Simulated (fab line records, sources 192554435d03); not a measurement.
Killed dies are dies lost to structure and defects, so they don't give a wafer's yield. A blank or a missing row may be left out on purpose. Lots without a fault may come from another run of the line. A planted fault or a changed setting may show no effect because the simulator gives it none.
Split-lot experiment | flow n5_finfet | 7 lots, 39 wafers read, on a route of 1938 steps

THE SPLIT
At N5_BEOL_M9_ILD_DEP_00 (deposits SiCOH lowk from DEMS/porogen, target thk 308.51 nm, time 58 s), the setting time_s was moved away from the recipe's 58 s on 9 of the 39 wafers read, by -49.2% to +35.2%. The other wafers ran this setting at the recipe's value.

FROM THE SPLIT TO THE READING: what the file shows between them, 1 step
- N5_BEOL_M9_CURE_71: cures SiCOH lowk, time 240 s

THE READING
M9_ILD_THK, in nm, at N5_BEOL_M9_THK_MEAS_01. Fault-free wafers of this fab line usually give 269 nm, standard deviation 3.8 nm.

wafer  | tool, chamber at the split | time_s as run, s | against the recipe | M9_ILD_THK, nm | against lot-mates on the recipe
L076.1 | pecvd-02, 1                | 58               | recipe             | 266            | -
L076.2 | pecvd-02, 2                | 58               | recipe             | 261            | -
L076.3 | pecvd-02, 0                | 58               | recipe             | 264            | -
L076.4 | pecvd-02, 1                | 58               | recipe             | 269            | -
L076.5 | pecvd-02, 2                | 58               | recipe             | 267            | -
L076.6 | pecvd-02, 0                | 58               | recipe             | 266            | -
L080.1 | pecvd-02, 1,0              | 58               | recipe             | 269            | -
L080.2 | pecvd-02, 1,0              | 58               | recipe             | 269            | -
L080.3 | pecvd-02, 2                | 78.41            | +35.2%             | 360            | +90
L080.4 | pecvd-02, 0                | 78.41            | +35.2%             | 366            | +96
L080.5 | pecvd-02, 1                | 58               | recipe             | 272            | -
L080.6 | pecvd-02, 2                | 78.41            | +35.2%             | 368            | +98
L082.1 | pecvd-02, 2                | 58               | recipe             | 268            | -
L082.2 | pecvd-02, 0                | 58               | recipe             | 269            | -
L082.3 | pecvd-02, 1                | 58               | recipe             | 271            | -
L082.4 | pecvd-02, 0                | 58               | recipe             | 270            | -
L082.5 | pecvd-02, 2                | 58               | recipe             | 275            | -
L082.6 | pecvd-02, 1                | 58               | recipe             | 274            | -
L085.2 | pecvd-02, 0                | 58               | recipe             | 270            | -
L085.4 | pecvd-02, 1                | 58               | recipe             | 274            | -
L085.5 | pecvd-02, 1                | 58               | recipe             | 275            | -
L088.1 | pecvd-04, 2                | 45.08            | -22.3%             | 207            | -59
L088.2 | pecvd-04, 1                | 58               | recipe             | 264            | -
L088.3 | pecvd-04, 0                | 45.08            | -22.3%             | 205            | -61
L088.4 | pecvd-04, 0                | 58               | recipe             | 269            | -
L088.5 | pecvd-04, 2                | 45.08            | -22.3%             | 211            | -55
L088.6 | pecvd-04, 1                | 58               | recipe             | 266            | -
L091.1 | pecvd-04, 1                | 58               | recipe             | 267            | -
L091.2 | pecvd-04, 0                | 58               | recipe             | 265            | -
L091.3 | pecvd-04, 2                | 58               | recipe             | 268            | -
L091.4 | pecvd-04, 0                | 58               | recipe             | 271            | -
L091.5 | pecvd-04, 1                | 58               | recipe             | 272            | -
L091.6 | pecvd-04, 2                | 58               | recipe             | 272            | -
L097.1 | pecvd-01, 0                | 29.45            | -49.2%             | 140            | -133
L097.2 | pecvd-01, 2                | 29.45            | -49.2%             | 140            | -133
L097.3 | pecvd-01, 1                | 58               | recipe             | 271            | -
L097.4 | pecvd-01, 1                | 29.45            | -49.2%             | 142            | -131
L097.5 | pecvd-01, 2                | 58               | recipe             | 274            | -
L097.6 | pecvd-01, 0                | 58               | recipe             | 274            | -
Where a row lists several chambers, the file gives one row for several wafers and doesn't say which wafer went through which chamber.

THE FIT
A straight line over all 39 wafers: M9_ILD_THK changes by +2.66 nm for each +1% of time_s; r = +1.00; the points scatter about the line by 3.6 nm.
The same after taking each lot's own level away (the mean of its wafers on the recipe; 39 wafers): +2.68 nm for each +1%; r = +1.00; scatter 2.4 nm.
On that fit, the largest move of time_s shifts the reading by 1.3e+02 nm.
The lots' own levels span 265.5 to 273.0 nm, that is 2.0 times the standard deviation above.
So the lot-to-lot level changes the slope little: the two slopes agree.
Check: with one of the wafers moved furthest among these (-49.2%) left out of the fit, the line predicts -132 nm for it against its lot-mates. It came out at -133 nm against them.

OTHER SPLITS ON THESE WAFERS
These wafers also went through other splits before the reading. Each is held against what the fit with the lots' levels taken away leaves over:
other split on the same wafers           | wafers away from the commonest value | r with M9_ILD_THK (lot level and that fit taken away)
N5_BEOL_M1_TRENCH_ETCH_37 target_depth_a | 9                                    | +0.15
N5_BEOL_M4_DESCUM_16 time_s              | 18                                   | -0.09
N5_BEOL_M7_ILD_DEP_00 target_thk_a       | 12                                   | +0.15

THE WHOLE CHAIN: every reading that the file lists as answering this split, in the file's order
step                   | what it does                                                           | reading                                                                                  | change (the file's fit)              | r (the file's)
N5_BEOL_M9_ILD_DEP_00  | deposits SiCOH lowk from DEMS/porogen, target thk 308.51 nm, time 58 s | SiCOH_lowk_of_BEOL_M9_ILD_DEP_00.thk_nm (the simulator's own value, which no gauge read) | +3.04 nm for each +1% of the setting | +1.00
N5_BEOL_M9_CURE_71     | cures SiCOH lowk, time 240 s                                           | SiCOH_lowk_of_BEOL_M9_ILD_DEP_00.thk_nm (the simulator's own value, which no gauge read) | +2.68 nm for each +1% of the setting | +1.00
N5_BEOL_M9_THK_MEAS_01 |                                                                        | M9_ILD_THK                                                                               | +2.68 for each +1% of the setting    | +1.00

THE FILE'S OWN FIT
M9_ILD_THK changes by +2.68 nm for each +1% of time_s, r = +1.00.
